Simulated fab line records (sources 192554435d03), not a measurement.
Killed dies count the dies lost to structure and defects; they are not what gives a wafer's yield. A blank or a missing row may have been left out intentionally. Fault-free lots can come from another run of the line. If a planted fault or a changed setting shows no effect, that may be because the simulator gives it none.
Matching of chambers | flow n5 finfet | N5_BEOL_M8_CURE_75 on uv cure-01 has 3 sister chambers
The step cures SiCOH lowk, time 120 s. 3 wafers are shown with their chamber, then 8 later ones without.

EACH WAFER AND ITS CHAMBER
wafer  | chamber | wafer_temp_C_max
L078.4 | 1       | 371.3
L092.5 | 2       | 371.3
L095.1 | 0       | 371.9

WAFERS WHOSE CHAMBER IS MISSING
wafer  | wafer_temp_C_max
L095.2 | 371.3
L095.6 | 371.1
L095.3 | 371.7
L095.4 | 371.3
L095.5 | 371.2
L096.1 | 371.3
L096.3 | 371.8
L096.6 | 371.2

CHAMBER TAKEN BY EACH
wafer  | from the rows above          | in truth
L095.2 | can't be placed: 1 or 2      | 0
L095.6 | can't be placed: 1 or 2      | 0
L095.3 | can't be placed: 0 or 1 or 2 | 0
L095.4 | can't be placed: 1 or 2      | 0
L095.5 | can't be placed: 1 or 2      | 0
L096.1 | can't be placed: 1 or 2      | 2
L096.3 | 0                            | 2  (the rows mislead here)
L096.6 | can't be placed: 1 or 2      | 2
Correctly placed: 0 of 8. From these rows, 7 cannot be placed; in 3 the true chamber is one of the candidates. Number placed wrongly: 1.
How it was worked out, from the rows above alone: a wafer's distance from a chamber is the root of the sum, over the readings, of the square of ((its reading less the chamber's mean) divided by the reading's scatter). If the next closest chamber is less than 2 further off than the closest, the wafer can't be placed; otherwise it belongs to the closest. The mean given for a chamber averages the wafers shown for that chamber. The scatter (one wafer shown for each chamber): square how far every hidden wafer sits from the nearest shown wafer, average those squares and take the square root.
